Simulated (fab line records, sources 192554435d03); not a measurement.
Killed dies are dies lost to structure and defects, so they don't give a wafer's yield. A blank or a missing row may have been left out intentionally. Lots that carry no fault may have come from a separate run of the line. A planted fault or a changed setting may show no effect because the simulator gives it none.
A lot that was struck, set against a sound lot / flow n5 finfet / 18 steps out of a route of 1938
Sound: wafers L312.1, L312.2, L312.3. Struck: wafer L308.1 (left out: L308.4, L308.6 of the same lot, which were not struck); the cause appears at the end.
For every step that has rows: the tool of each side, followed by ch and its chambers, followed by its first start. Under that, the readings that differ: sound wafers / struck wafers / difference of the means / sigmas: that difference in standard deviations of wafers without a fault.
alike: a reading whose means differ by less than 2 such deviations, as well as words and numbers matching on both sides. not compared: withheld readings; readings where some wafer has no value; bounds like >300 that might hide an equal value; numbers whose values overlap and for which the record gives no deviation.
A row with sigmas, a row that says differs or no value, or rows on one side alone: a step with any of these is where the two part. Non-overlapping numbers with no deviation appear without sigmas and do not part them. A reading that every wafer of one side lacks parts them only if that side has two wafers or more.

first, 7 steps without rows for these wafers: N5_BEOL_M0_SAQP_COAT_82 (time 60 s, resist thk 30 nm); N5_BEOL_M0_SAQP_COAT_08 (resist thk 90 nm); N5_BEOL_M0_SAQP_EBR_10; N5_BEOL_M0_SAQP_SOFTBAKE_09 (time 60 s); N5_BEOL_M0_SAQP_EXPOSE_11 (exposes mask M0 CORE, target cd 42 nm); N5_BEOL_M0_SAQP_PEB_12 (peb time 60 s); N5_BEOL_M0_SAQP_DEVELOP_13 (develop time 30 s).
N5_BEOL_M0_SAQP_CD_MEAS_14: target cd 42.5 nm.
  sound on cd sem-03 ch 0, day 8 21:56; struck on cd sem-03 ch 0, day 8 06:06
  alike: cd nm
N5_BEOL_M0_SAQP_OVL_MEAS_15:
  sound on overlay-02 ch 0, day 8 21:58; struck on overlay-02 ch 0, day 8 06:08
  alike: M0_CORE_OVL
N5_BEOL_M0_SAQP_INSPECT_16: inspects for defects (brightfield).
  sound: defect inspect-01 at day 8 21:59; struck: defect inspect-01 at day 8 06:09
  alike: raw defect count
N5_BEOL_M0_SAQP_DESCUM_19: chemistry O2, time 7.9 s.
  sound on rie diel-05 ch 0,1,2, day 8 22:02; struck on rie diel-01 ch 3, day 8 06:11
reading=rf hours counter h (h); sound=104 48 56; struck=125; difference=+56; sigmas=
  alike: drypump motor current A, oes product au, rf vpp V, showerhead plenum p Torr, temp c, throttle valve pct
N5_BEOL_M0_SAQP_ETCH_83: etches SiARC in CF4, target depth 39 nm, time 65 s.
  sound on rie diel-05 ch 0,1,2, day 8 22:04; struck on rie diel-01 ch 3, day 8 06:13
reading=rf hours counter h (h); sound=104 48 56; struck=125; difference=+56; sigmas=
  alike: drypump motor current A, etch rf on time s, oes product au, rf vpp V, showerhead plenum p Torr, throttle valve pct
N5_BEOL_M0_SAQP_ETCH_84: etches SOC in N2/H2, target depth 100 nm, overetch 20 nm, time 150 s.
  sound on rie diel-05 ch 0,1,2, day 8 22:07; struck on rie diel-01 ch 3, day 8 06:16
reading=rf hours counter h (h); sound=104 48 56; struck=125; difference=+56; sigmas=
reading=model.SiARC_of_BEOL_M0_SAQP_COAT_82.thk nm (nm); sound=24.4 24.4 24.6; struck=21.6; difference=-2.9; sigmas=
  alike: drypump motor current A, n2 flow sccm, oes product au, rf vpp V, showerhead plenum p Torr, temp c, throttle valve pct
then, 1 step without rows for these wafers: N5_BEOL_M0_SAQP_STRIP_80 (strips in N2/H2).
N5_BEOL_M0_SAQP_HM_OPEN_112: chemistry CHF3/O2, target SiO2, stops on a-Si, target depth 12 nm, time 13.5 s.
  sound on rie diel-05 ch 0,1,2, day 8 22:13; struck on rie diel-01 ch 3, day 8 06:23
reading=rf hours counter h (h); sound=104 48 56; struck=125; difference=+56; sigmas=
reading=model.SiARC_of_BEOL_M0_SAQP_COAT_82.thk nm (nm); sound=5.2 5 6; struck=3.8; difference=-1.6; sigmas=
  alike: O2_flow_sccm, drypump motor current A, oes product au, rf vpp V, showerhead plenum p Torr, throttle valve pct
then, 1 step without rows for these wafers: N5_BEOL_M0_SAQP_STRIP_113 (strips in CHF3/O2).
-- the record jumps here: 3 days lie between the struck wafers' starts before and after (it left off in module BEOL_M0_SAQP and takes up again in module BEOL_M4, whose first step shown is number 1111 of the route) --
N5_BEOL_M4_RC_MEAS_101:
  sound on prober-01 ch 0, day 11 01:53; struck on prober-01 ch 0, day 10 19:44
  alike: DIBL_N, DIBL_P, IOFF_N, IOFF_P, ION_N, ION_P, SS_N, SS_P, VT_N, VT_P
-- the record jumps here: 5 days lie between the struck wafers' starts before and after (it left off in module BEOL_M4 and takes up again in module PASSIVATION, whose first step shown is number 1936 of the route) --
N5_PASSIVATION_PROBE_49:
  sound: prober-02 at day 15 14:47; struck: prober-01 at day 15 16:23
  alike: defect limited yield, killed_at_M0_to_M3, killed_at_M4_up, killed at contacts, killed at front end, killed at other, killed dies, killed open, killed short, sort_bin_4_leakage, sort_bin_5_function, sort_bin_6_memory, sort_bin_8_speed, sort n pass, sort yield pct

WHERE THEY PART
Nowhere in this record.

WHY: whatever the simulator had introduced
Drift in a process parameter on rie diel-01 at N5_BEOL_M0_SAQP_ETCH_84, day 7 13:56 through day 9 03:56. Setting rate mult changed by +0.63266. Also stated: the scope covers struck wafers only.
